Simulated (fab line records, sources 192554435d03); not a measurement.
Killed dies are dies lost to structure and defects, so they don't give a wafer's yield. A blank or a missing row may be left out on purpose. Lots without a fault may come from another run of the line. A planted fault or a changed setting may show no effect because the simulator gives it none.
A struck lot beside a sound one | flow n5_finfet | 36 steps out of a route of 1938
Sound: wafers L916.1, L916.5, L916.6. Struck: wafer L907.3. (L907.1, L907.5 of the same lot were not struck and are left out.) The cause comes at the end.
At each step with rows: each side's tool, then ch and its chambers, then its first start. Under that, the readings that differ: sound wafers | struck wafers | difference of the means | sigmas: that difference in standard deviations of wafers without a fault.
alike: readings whose means differ by less than 2 such deviations, and words and numbers that are the same on both sides. not compared: withheld readings, readings that some wafer has no value for, bounds like >300 that may hide the same value, and numbers for which the record gives no deviation and whose values overlap.
The two part at a step that has a row with sigmas, a row that says differs or no value, or rows on one side only. Numbers that don't overlap but have no deviation are shown without sigmas and don't part them. A reading that every wafer of one side lacks parts them only if that side has two wafers or more.

first, 9 steps without rows for these wafers: N5_STI_FIN_REVEAL_STRIP_35 (strips Si3N4 in H3PO4, target depth 4 nm, time 39 s); N5_STI_FIN_REVEAL_SRD_21 (time 30 s); N5_STI_FIN_REVEAL_OXIDATION_33 (chemistry O2 PLASMA REMOTE, time 20 s); N5_STI_FIN_REVEAL_CLEAN_19 (cleans in O3/DIW, time 120 s); N5_STI_FIN_REVEAL_SRD_23 (time 30 s); N5_STI_FIN_REVEAL_PRECLEAN_18 (cleans in SC2, time 45 s); N5_STI_FIN_REVEAL_SRD_28 (time 30 s); N5_DUMMY_GATE_PRECLEAN_00 (cleans in O3/DIW, time 60 s); N5_DUMMY_GATE_SRD_01 (time 30 s).
N5_DUMMY_GATE_ALD_02: deposits SiO2, target thk 2 nm, pulse time 1 s.
  sound on ald_sin-01 ch 1,2,3, day 7 13:33; struck on ald_sin-03 ch 0, day 5 12:19
  reading                                     | sound | struck | difference | sigmas
  model.SiO2_of_DUMMY_GATE_ALD_02.thk_nm (nm) | 2 2 2 | 3      | +1         |
  alike: heater_power_w, precursor_pulse_height_rel
then, 24 steps without rows for these wafers: N5_DUMMY_GATE_CVD_03 (deposits a-Si from SiH4, target thk 150 nm, time 8042 s); N5_DUMMY_GATE_PRECLEAN_46 (cleans in DIW, time 89.5 s); N5_DUMMY_GATE_SRD_47 (dry time 32 s); N5_DUMMY_GATE_CMP_04 (polishes a-Si); N5_DUMMY_GATE_HM_DEP_06 (deposits SiNx from DCS/NH3, target thk 80 nm, time 5141 s); N5_DUMMY_GATE_PECVD_30 (deposits SiO2 from TEOS/O2, target thk 55 nm, time 10.8 s); N5_DUMMY_GATE_COAT_34 (time 60 s, resist thk 60 nm); N5_DUMMY_GATE_COAT_35 (time 60 s, resist thk 10 nm); N5_DUMMY_GATE_COAT_28 (time 60 s, resist thk 10 nm); N5_DUMMY_GATE_COAT_09 (resist thk 30 nm); N5_DUMMY_GATE_EBR_11; N5_DUMMY_GATE_SOFTBAKE_10 (time 60 s); N5_DUMMY_GATE_EXPOSE_12 (exposes mask GATE, target cd 25 nm); N5_DUMMY_GATE_PEB_13 (peb time 60 s); N5_DUMMY_GATE_DEVELOP_14 (develop time 30 s); N5_DUMMY_GATE_DESCUM_20 (chemistry O2, time 6.2 s); N5_DUMMY_GATE_ETCH_29 (etches underlayer in N2/H2, target depth 13 nm); N5_DUMMY_GATE_ETCH_36 (etches SiARC in CF4, target depth 13 nm); N5_DUMMY_GATE_ETCH_37 (etches SOC in N2/H2, target depth 60 nm, overetch 30 nm); N5_DUMMY_GATE_STRIP_38 (strips in N2/H2); N5_DUMMY_GATE_STRIP_39 (strips in N2/H2); N5_DUMMY_GATE_TRIM_49 (chemistry O2, time 29 s, target cd 14 nm); N5_DUMMY_GATE_STRIP_40 (strips in CF4); N5_DUMMY_GATE_ETCH_31 (etches SiO2 in C4F6/O2, target depth 82.5 nm, time 27.5 s).
-- the record jumps here: 5 days lie between the struck wafers' starts before and after (it left off in module DUMMY_GATE and takes up again in module BEOL_M4, whose first step shown is number 1111 of the route) --
N5_BEOL_M4_RC_MEAS_101:
  sound on prober-01 ch 0, day 12 23:08; struck on prober-01 ch 0, day 10 17:53
  reading            | sound                | struck | difference | sigmas
  DIBL_N (mV/V)      | 35.0 34.8 34.8       | 45.3   | +10.4      | +10
  DIBL_P (mV/V)      | 35.7 34.8 35.1       | 47.1   | +11.9      | +8
  EOT_N              | 10.49 10.43 10.49    | 15.08  | +4.61      | +58
  EOT_P              | 10.41 10.31 10.40    | 15.03  | +4.66      | +56
  IGATE_N (nA/um)    | 0.0127 0.0153 0.0130 | 0.0001 | -0.0136    | -10
  IGATE_P (nA/um)    | 0.0038 0.0046 0.0039 | 0.0000 | -0.0041    | -10
  IOFF_N (nA/um)     | 0.142 0.135 0.132    | 0.349  | +0.213     | +10
  IOFF_N_85C (nA/um) | 2.9 2.8 2.8          | 6.1    | +3.3       | +9
  IOFF_N_LIN (nA/um) | 0.067 0.062 0.063    | 0.172  | +0.108     | +13
  IOFF_P (nA/um)     | 0.211 0.197 0.201    | 0.458  | +0.255     | +10
  IOFF_P_85C (nA/um) | 3.6 3.4 3.5          | 7.0    | +3.5       | +9
  IOFF_P_LIN (nA/um) | 0.105 0.099 0.101    | 0.232  | +0.130     | +13
  ION_N (uA/um)      | 672 663 666          | 609    | -58        | -6
  ION_P (uA/um)      | 465 460 462          | 425    | -37        | -6
  SS_N (mV/dec)      | 71.1 71.2 71.5       | 73.1   | +1.8       | +4
  SS_P (mV/dec)      | 73.6 72.9 73.0       | 75.4   | +2.2       | +5
  VT_N (mV)          | 251.9 253.0 251.2    | 240.1  | -11.9      | -5
  VT_N_LVT (mV)      | 100.1 101.2 101.0    | 88.8   | -12.0      | -4
  VT_P (mV)          | -249.7 -250.3 -251.1 | -240.2 | +10.2      | +4
  VT_P_LVT (mV)      | -96.7 -98.3 -98.0    | -87.5  | +10.2      | +4
-- the record jumps here: 4 days lie between the struck wafers' starts before and after (it left off in module BEOL_M4 and takes up again in module PASSIVATION, whose first step shown is number 1936 of the route) --
N5_PASSIVATION_PROBE_49:
  sound on prober-02, day 17 06:10; struck on prober-02, day 14 11:59
  reading                | sound          | struck | difference | sigmas
  killed_at_other        | 0 0 0          | 8      | +8         | +3
  sort_bin_4_leakage (%) | 0 0 0          | 3.05   | +3.05      |
  sort_bin_8_speed (%)   | 0 0 0          | 84.58  | +84.58     | +99 or more
  sort_n_pass            | 1068 1060 1068 | 39     | -1026      | -68
  sort_yield_pct (%)     | 90.5 89.8 90.5 | 3.3    | -87.0      | -67
  alike: defect_limited_yield, killed_at_M0_to_M3, killed_at_M4_up, killed_at_contacts, killed_at_front_end, killed_dies, killed_open, killed_short, sort_bin_5_function, sort_bin_6_memory

WHERE THEY PART
First at N5_BEOL_M4_RC_MEAS_101; last, within this record, at N5_PASSIVATION_PROBE_49.

WHY: what the simulator had put in
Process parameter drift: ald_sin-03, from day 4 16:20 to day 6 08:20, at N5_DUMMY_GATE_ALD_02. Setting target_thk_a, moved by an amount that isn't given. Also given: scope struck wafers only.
